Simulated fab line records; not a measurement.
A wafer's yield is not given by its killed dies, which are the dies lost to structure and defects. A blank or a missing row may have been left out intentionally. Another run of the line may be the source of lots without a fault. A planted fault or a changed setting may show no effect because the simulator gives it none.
fab line records | flow nand-harc
record lots=12 wafers=36 last-day=32
route steps=1302 shown P_STI@88 P_GATE@131 END@1302
lots with no fault: from the same line, run without faults
start-h: start of the lot's first displayed wafer, in hours after the record's first day | wait-h: how many hours have passed since the lot's step before this one | " same as the row above | L1.1+2: a single row standing in for several wafers | - no value present, or no start provided | * or withheld: withheld | < > ~ a bound
route shown NAME@n: NAME is a module with steps in the file, n the number in the route of the first one | usual: mean/standard deviation of fault-free wafers | same: alike in all rows | chamber/n: place in a boat | sites: each site's reading | _std_site: standard deviation across them | _edge_site: the outer-site mean with the inner-site mean subtracted | radius-mm: how far each site lies from the wafer's centre | mask NAME#n: copy n | behind: the last tool/chamber to shape the wafer | hold: cause of the lot's hold/its duration in hours/its outcome | device: the transistor (n, p or np) that didn't switch | end of line: the tests these same wafers got at the end of their route | where a step has no rows: the recipe by itself | killed: at the first sort, the dies lost to defects and structure; wafer yield is something else | map: the dies of a wafer, with x for killed, . for not killed, _ for no die there
set.NAME: the run value of the setting; set.NAME@STEP: its run value at that earlier step | model.NAME: the simulator's own value behind a step, which no gauge read
the route's steps for a sample of lots (tables are steps, rows are wafers)
services: the hour from which a tool's chamber was out of use, counted from the record's first day as start-h (under 0 if before that day), plus the number of hours and why
## steps
# step NHARC_P_STI_ETCH_42
# recipe target-depth-a=800 overetch-a=240 time-s=61 ion-energy-ev=200 n2-flow-sccm=150 h2-flow-sccm=150 ar-flow-sccm=0 rf-w=400 bias-w=150 chemistry=N2/H2
# usual drypump-motor-current-A=5.6/0.37 oes-product-au=1.000/0.015 rf-vpp-V=430.5/2.4 showerhead-plenum-p-Torr=2.04/0.08 throttle-valve-pct=14.172/0.0092
# columns lot.wafer tool chamber start-h wait-h drypump-motor-current-A oes-product-au rf-hours-counter-h rf-vpp-V showerhead-plenum-p-Torr throttle-valve-pct
L703.3 rie-diel-11 2 46.32 0.1 5.3 0.993 6 430.8 2.06 14.184
L703.5 " 0 " " 5.8 1.012 - 430.7 2.07 14.185
L703.6 " 1 " " 6.1 1.000 - 428.6 2.01 14.173
L706.1 rie-diel-02 3 73.21 0.5 5.8 0.990 1 431.5 2.15 14.181
L706.4 " 1 " " 6.1 1.002 1 425.4 1.92 14.176
L706.5 " 0 " " 5.1 0.982 - 427.2 1.99 14.189
L707.4 rie-diel-01 1 83.18 0.1 5.5 1.000 4 431.2 2.06 14.170
L707.2 " 2 " " 5.3 0.983 4 426.9 1.94 14.170
L707.3 " 0 " " 6.3 1.017 4 428.8 1.98 14.171
L711.4 rie-diel-02 0 125.30 0.1 5.1 0.980 4 430.5 1.98 14.176
L711.1 " 1 " " 6.0 0.986 5 426.2 1.91 14.155
L711.6 " 1 " " 6.1 1.003 - 427.1 1.91 14.179
L712.4 rie-diel-02 0 134.50 0.1 5.1 0.977 4 428.9 1.98 14.165
L712.3 " 1 " " 6.1 0.981 5 428.0 1.91 14.184
L712.6 " 2 " " 5.5 0.997 - 433.6 2.13 14.180
L713.2 rie-diel-01 0 144.83 0.1 6.3 1.031 10 428.0 1.97 14.180
L713.1 " 1 " " 5.5 1.015 10 430.6 2.06 14.174
L713.6 " 0 " " 6.3 1.036 - 428.2 1.97 14.169
L719.2 rie-diel-11 3 203.86 0.1 5.3 0.981 5 427.8 1.98 14.151
L719.6 " 2 " " 5.3 0.999 - 430.2 2.05 14.163
L719.5 " 3 " " 5.3 0.984 - 429.1 1.98 14.172
L720.2 rie-diel-02 1 213.80 0.1 6.1 1.000 10 426.4 1.91 14.167
L720.3 " 2 " " 5.5 1.011 10 433.7 2.13 14.180
L720.5 " 1 " " 6.0 0.999 - 427.8 1.91 14.170
L721.3 rie-diel-11 2 223.82 0.1 5.3 0.986 5 430.1 2.05 14.174
L721.2 " 3 " " 5.3 0.990 6 428.3 1.98 14.172
L721.5 " 1 " " 6.2 1.003 - 429.7 2.01 14.165
L722.2 rie-diel-11 0 238.50 0.1 5.7 1.004 7 431.2 2.07 14.178
L722.4 " 3 " " 5.3 0.990 7 430.0 1.98 14.185
L722.5 " 1 " " 6.1 1.005 - 429.4 2.01 14.151
L724.3 rie-diel-01 0 253.27 0.1 6.3 1.039 3 429.0 1.97 14.164
L724.4 " 1 " " 5.5 1.005 3 430.7 2.05 14.165
L724.6 " 3 " " 5.4 1.016 - 435.0 2.17 14.171
L725.3 rie-diel-11 2 265.53 0.1 5.3 0.986 0 429.3 2.05 14.167
L725.4 " 3 " " 5.3 0.981 0 429.2 1.98 14.163
L725.1 " 1 " " 6.1 1.000 0 429.5 2.00 14.176
# step NHARC_P_STI_ETCH_15
# recipe target-depth-a=3000 taper-deg=4 time-s=100.1 hbr-flow-sccm=150 cl2-flow-sccm=50 rf-w=400 icp-w=400 bias-w=100 chemistry=HBr/Cl2
# usual drypump-motor-current-A=5.5/0.33 oes-product-au=0.998/0.011 throttle-valve-pct=26.403/0.0093
# columns lot.wafer tool chamber start-h wait-h drypump-motor-current-A oes-product-au rf-hours-counter-h throttle-valve-pct
L703.3 rie-si-06 1 46.49 - 6.0 1.004 0.7 26.405
L703.6 " 1 " " 6.0 1.005 - 26.413
L703.5 " 2 " " 5.1 0.970 - 26.394
L706.1 rie-si-01 1 73.41 - 5.6 1.002 0.3 26.405
L706.4 " 3 " " 6.3 0.987 0.3 26.400
L706.5 " 1 " " 5.6 0.999 - 26.396
L707.3 rie-si-01 3 83.37 - 6.3 0.987 0.4 26.404
L707.4 " 0 " " 5.6 0.995 0.4 26.402
L707.2 " 1 " " 5.6 1.006 0.4 26.395
L711.4 rie-si-04 2 125.51 - 5.7 0.996 0.7 26.400
L711.1 " 3 " " 5.4 0.998 0.8 26.381
L711.6 " 2 " " 5.7 1.003 - 26.413
L712.3 rie-si-01 2 134.72 - 5.5 1.006 0.7 26.403
L712.4 " 0 " " 5.6 0.998 - 26.405
L712.6 " 1 " " 5.6 1.003 - 26.408
L713.1 rie-si-01 1 145.02 - 5.6 0.980 0.9 26.410
L713.2 " 0 " " 5.6 0.993 0.9 26.406
L713.6 " 0 " " 5.6 0.988 - 26.384
L719.2 rie-si-04 1 204.08 - 5.5 0.998 0.3 26.413
L719.5 " 2 " " 5.7 0.988 - 26.411
L719.6 " 1 " " 5.5 0.995 - 26.415
L720.2 rie-si-01 1 214.03 - 5.6 0.972 0.1 26.413
L720.3 " 2 " " 5.6 1.004 0.1 26.419
L720.5 " 1 " " 5.5 0.976 - 26.401
L721.2 rie-si-06 0 224.00 - 5.2 1.008 0.8 26.393
L721.3 " 1 " " 6.0 0.996 0.8 26.403
L721.5 " 1 " " 6.0 0.989 - 26.406
L722.2 rie-si-01 3 238.69 - 6.3 1.002 0.2 26.396
L722.5 " 3 " " 6.3 1.008 - 26.399
L722.4 " 2 " " 5.6 1.004 - 26.401
L724.3 rie-si-01 2 253.47 - 5.6 0.997 0.4 26.421
L724.4 " 0 " " 5.6 1.016 0.2 26.398
L724.6 " 1 " " 5.6 0.987 - 26.407
L725.4 rie-si-06 0 265.72 - 5.2 1.000 0.1 26.405
L725.3 " 1 " " 6.0 0.988 0.1 26.383
L725.1 " 2 " " 5.1 1.007 0.0 26.389
# step NHARC_P_GATE_HM_DEP_102
# recipe target-thk-a=1200 temp-c=400 material=aC
# usual throttle-valve-pct=34.999/0.0094
# columns lot.wafer tool chamber start-h wait-h throttle-valve-pct
L703.3 acl-dep-02 0 103.04 2.7 35.018
L703.5 " 0 " " 34.999
L703.6 " 0 " " 35.016
L706.1 acl-dep-02 0 131.34 8.4 34.998
L706.4 " 0 " " 35.018
L706.5 " 0 " " 35.007
L707.2 acl-dep-03 0 137.09 0.5 35.012
L707.3 " 0 " " 35.005
L707.4 " 0 " " 35.009
L711.1 acl-dep-02 0 177.77 0.4 35.007
L711.4 " 0 " " 34.995
L711.6 " 0 " " 35.005
L712.3 acl-dep-03 0 198.32 8.7 35.005
L712.4 " 0 " " 34.993
L712.6 " 0 " " 34.998
L713.1 acl-dep-03 0 202.51 7.2 35.002
L713.2 " 0 " " 34.998
L713.6 " 0 " " 35.003
L719.2 acl-dep-03 0 258.26 6.6 34.990
L719.5 " 0 " " 34.990
L719.6 " 0 " " 35.017
L720.2 acl-dep-02 0 272.27 1.1 34.991
L720.3 " 0 " " 34.986
L720.5 " 0 " " 34.989
L721.2 acl-dep-03 0 278.10 0.5 34.990
L721.3 " 0 " " 34.999
L721.5 " 0 " " 35.004
L722.2 acl-dep-03 0 292.55 0.5 35.010
L722.4 " 0 " " 35.007
L722.5 " 0 " " 34.983
L724.3 acl-dep-02 0 308.39 3.3 35.008
L724.4 " 0 " " 35.002
L724.6 " 0 " " 35.003
L725.1 acl-dep-01 0 316.78 2.9 34.991
L725.3 " 0 " " 35.001
L725.4 " 0 " " 34.997
# step NHARC_P_GATE_INSPECT_28
# usual raw-defect-count=8/4.2
# columns lot.wafer tool chamber start-h wait-h hold raw-defect-count
L703.3 defect-inspect-01 - 104.19 0.0 - 20
L703.5 " - " " - 9
L703.6 " - " " - 10
L706.1 defect-inspect-01 - 132.80 0.0 - 6
L706.4 " - " " - 6
L706.5 " - " " - 7
L707.2 defect-inspect-01 - 138.53 0.0 - 9
L707.3 " - " " - 7
L707.4 " - " " - 3
L711.1 defect-inspect-01 - 179.11 0.0 - 10
L711.4 " - " " - 11
L711.6 " - " " - 5
L712.3 defect-inspect-01 - 199.58 0.0 await-dispo/0.2h/release 908
L712.4 " - " " await-dispo/0.2h/release 954
L712.6 " - " " await-dispo/0.2h/release 926
L712.3 defect-inspect-01 - 199.75 0.2 - 912
L712.4 " - " " - 960
L712.6 " - " " - 930
L713.1 defect-inspect-01 - 203.97 0.0 await-dispo/0.2h/release 951
L713.2 " - " " await-dispo/0.2h/release 901
L713.6 " - " " await-dispo/0.2h/release 965
L713.1 defect-inspect-01 - 204.14 0.2 - 937
L713.2 " - " " - 903
L713.6 " - " " - 965
L719.2 defect-inspect-02 - 259.74 0.0 - 5
L719.5 " - " " - 11
L719.6 " - " " - 9
L720.2 defect-inspect-02 - 273.52 0.0 - 6
L720.3 " - " " - 4
L720.5 " - " " - 7
L721.2 defect-inspect-01 - 279.33 0.0 - 17
L721.3 " - " " - 9
L721.5 " - " " - 15
L722.2 defect-inspect-02 - 293.91 0.0 - 12
L722.4 " - " " - 5
L722.5 " - " " - 6
L724.3 defect-inspect-02 - 309.52 0.0 - 6
L724.4 " - " " - 7
L724.6 " - " " - 4
L725.1 defect-inspect-01 - 318.24 0.0 - 27
L725.3 " - " " - 12
L725.4 " - " " - 16
# step NHARC_P_GATE_ETCH_104
# recipe target-depth-a=600 time-s=withheld cf4-flow-sccm=100 chf3-flow-sccm=30 ar-flow-sccm=0 rf-w=500 bias-w=200 chemistry=CF4/CHF3
# usual drypump-motor-current-A=5.5/0.55 oes-product-au=0.958/0.024 rf-vpp-V=370.6/1.9 showerhead-plenum-p-Torr=1.57/0.049 throttle-valve-pct=16.802/0.0098
# columns lot.wafer tool chamber start-h wait-h drypump-motor-current-A oes-product-au rf-vpp-V showerhead-plenum-p-Torr throttle-valve-pct
L703.3 rie-diel-05 0 104.33 0.1 6.3 0.981 369.8 1.55 16.810
L703.5 " 0 " " 6.3 0.971 368.9 1.55 16.814
L703.6 " 1 " " 5.7 0.975 371.4 1.60 16.787
L706.1 rie-diel-05 2 132.95 0.1 6.0 0.988 374.8 1.64 16.803
L706.4 " 0 " " 6.3 0.966 369.8 1.55 16.809
L706.5 " 1 " " 5.7 0.976 371.6 1.60 16.793
L707.3 rie-diel-10 1 138.68 0.1 4.9 0.947 370.8 1.56 16.800
L707.4 " 2 " " 5.0 0.985 372.4 1.63 16.788
L707.2 " 0 " " 5.3 0.980 367.4 1.48 16.801
L711.1 rie-diel-10 3 179.25 0.1 5.2 0.971 372.0 1.60 16.791
L711.4 " 0 " " 5.3 0.976 367.5 1.48 16.812
L711.6 " 0 " " 5.3 0.983 368.1 1.48 16.790
L719.2 rie-diel-09 2 259.89 0.1 5.4 0.957 368.6 1.51 16.798
L719.5 " 2 " " 5.4 0.958 369.9 1.51 16.804
L719.6 " 3 " " 5.5 0.974 369.6 1.54 16.812
L720.2 rie-diel-05 3 273.67 0.1 6.6 0.956 367.7 1.52 16.806
L720.3 " 0 " " 6.3 0.969 369.7 1.54 16.801
L720.5 " 2 " " 6.0 0.959 373.2 1.64 16.801
L721.3 rie-diel-10 1 279.48 0.1 4.9 0.907 370.4 1.56 16.790
L721.2 " 3 " " 5.3 0.940 371.8 1.60 16.792
L721.5 " 1 " " 4.9 0.908 370.8 1.56 16.794
L722.4 rie-diel-10 1 294.06 0.1 4.9 0.941 369.9 1.56 16.805
L722.2 " 0 " " 5.3 1.000 368.5 1.48 16.789
L722.5 " 1 " " 4.9 0.947 371.1 1.56 16.804
L724.3 rie-diel-09 3 309.67 0.1 5.5 0.983 370.7 1.54 16.787
L724.4 " 0 " " 6.0 0.983 370.5 1.57 16.793
L724.6 " 1 " " 4.7 0.979 373.0 1.60 16.793
L725.4 rie-diel-10 1 318.39 0.1 4.9 0.955 370.1 1.56 16.800
L725.3 " 2 " " 5.0 0.975 371.9 1.63 16.799
L725.1 " 0 " " 5.3 0.997 368.4 1.48 16.801
# step NHARC_END_SORT_01
# recipe temp-c=25
# usual defect-limited-yield=90.9/2.4 killed-at-array=56/17 killed-at-other=1.2/1.4 killed-at-periphery=4/3.2 killed-dies=61/16 killed-open=3.6/2.1 killed-short=2.7/1.8
# same gross-dies=677
# columns lot.wafer tool chamber start-h wait-h defect-limited-yield[%] killed-at-array killed-at-other killed-at-periphery killed-dies killed-open killed-short
L706.1 prober-02 0 593.92 2.5 90.7 58 2 3 63 2 5
L706.4 prober-02 0 596.32 3.4 92.5 45 2 4 51 2 2
L706.5 prober-02 0 597.12 3.7 92.9 40 4 4 48 4 3
L711.1 prober-02 0 641.04 2.5 89.4 65 0 7 72 1 2
L711.4 prober-02 0 643.45 3.4 85.8 80 2 14 96 7 3
L711.6 prober-02 0 645.05 4.0 88.6 75 0 2 77 3 2
# killed by level:class
L706.1 A_CHANNEL_HOLE_D1:chamber-film-flake=37 A_CHANNEL_HOLE_D2:chamber-film-flake=13 A_DECK1_JOINT:geometric-particle:short=2 P_STI:chamber-film-flake=2 THIN_TSV:chamber-film-flake=2 P_CONTACT:geometric-particle:short=1 A_ONON_D1:geometric-particle:short=1 A_ONON_D2:geometric-particle:short=1
L706.4 A_CHANNEL_HOLE_D1:chamber-film-flake=34 A_CHANNEL_HOLE_D2:chamber-film-flake=3 P_STI:chamber-film-flake=2 THIN_TSV:chamber-film-flake=2 P_CONTACT:geometric-particle:open=1 A_SOURCE_PLATE:geometric-particle:open=1 A_CHANNEL_FILL_D1:geometric-particle:short=1 A_BLC:geometric-particle:short=1
L706.5 A_CHANNEL_HOLE_D1:chamber-film-flake=23 A_CHANNEL_HOLE_D2:chamber-film-flake=8 THIN_TSV:chamber-film-flake=4 A_STAIRCASE:chamber-film-flake=3 P_CONTACT:geometric-particle:short=2 A_ONON_D2:geometric-particle:open=2 P_M0:geometric-particle:open=1 A_SOURCE_PLATE:geometric-particle:short=1
L711.1 A_SLIT:chamber-film-flake=23 A_CHANNEL_HOLE_D1:chamber-film-flake=19 A_CHANNEL_HOLE_D2:chamber-film-flake=12 P_M0:chamber-film-flake=3 A_WL_FILL:chamber-film-flake=3 P_ZERO_WELL:chamber-film-flake=2 A_STAIRCASE:chamber-film-flake=2 A_CONTACT:chamber-film-flake=2
L711.4 A_SLIT:chamber-film-flake=28 A_CHANNEL_HOLE_D1:chamber-film-flake=22 A_CHANNEL_HOLE_D2:chamber-film-flake=13 P_ZERO_WELL:chamber-film-flake=4 A_CHANNEL_FILL_D2:chamber-film-flake=4 P_CONTACT:chamber-film-flake=3 P_M0:chamber-film-flake=3 A_CONTACT:chamber-film-flake=3
L711.6 A_SLIT:chamber-film-flake=29 A_CHANNEL_HOLE_D1:chamber-film-flake=23 A_CHANNEL_HOLE_D2:chamber-film-flake=10 A_CONTACT:chamber-film-flake=4 A_CHANNEL_FILL_D2:chamber-film-flake=2 A_WL_FILL:chamber-film-flake=2 P_M2:geometric-particle:short=1 A_CHANNEL_FILL_D1:geometric-particle:short=1
## services
# columns tool chamber start-h hours kind
rie-diel-02 1 29.31 3.1 repair
rie-si-01 0 33.32 4.0 repair
rie-diel-02 - 39.70 9.0 pm
rie-diel-11 - 59.13 0.4 repair
acl-dep-02 - 61.77 13.0 pm
rie-diel-10 - 65.50 9.0 pm
rie-diel-11 - 78.52 9.0 pm
rie-diel-11 2 105.46 7.6 repair
rie-si-01 3 113.37 34.2 repair
acl-dep-03 - 118.06 13.0 pm
rie-diel-02 - 118.94 0.8 repair
rie-diel-02 0 121.72 1.5 repair
rie-diel-10 0 158.95 5.5 repair
rie-si-01 - 193.00 9.0 pm
rie-si-01 0 215.04 26.8 repair
rie-diel-11 2 225.65 1.4 repair
rie-diel-10 - 242.50 9.0 pm
rie-diel-11 3 243.87 2.7 repair
acl-dep-02 - 244.05 13.0 pm
rie-diel-11 3 251.00 7.5 repair
rie-diel-10 0 273.24 3.8 repair
acl-dep-03 - 279.60 1.1 repair
acl-dep-03 - 300.40 13.0 pm
rie-diel-11 1 318.08 14.1 repair
## key
first-sign step=NHARC_P_GATE_INSPECT_28 reading=visit direction=added
effect step=NHARC_P_GATE_INSPECT_28 reading=raw-defect-count direction=up sigmas=99+ usual=8 struck=934
met-at NHARC_P_GATE_HM_DEP_102
struck-lots L712,L713
scrapped-behind NHARC_P_GATE_INSPECT_28 L712.3,L712.4,L712.6,L713.1,L713.2,L713.6
not-acting-at NHARC_P_STI_ETCH_42,NHARC_P_STI_ETCH_15,NHARC_P_GATE_ETCH_104
onset-between 137.09 198.32
fault kind=chamber-particle-source tool=acl-dep-03 chamber=- onset-h=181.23 steps=NHARC_P_GATE_HM_DEP_102 rate-per-visit-cm2=1.401 end-h=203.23
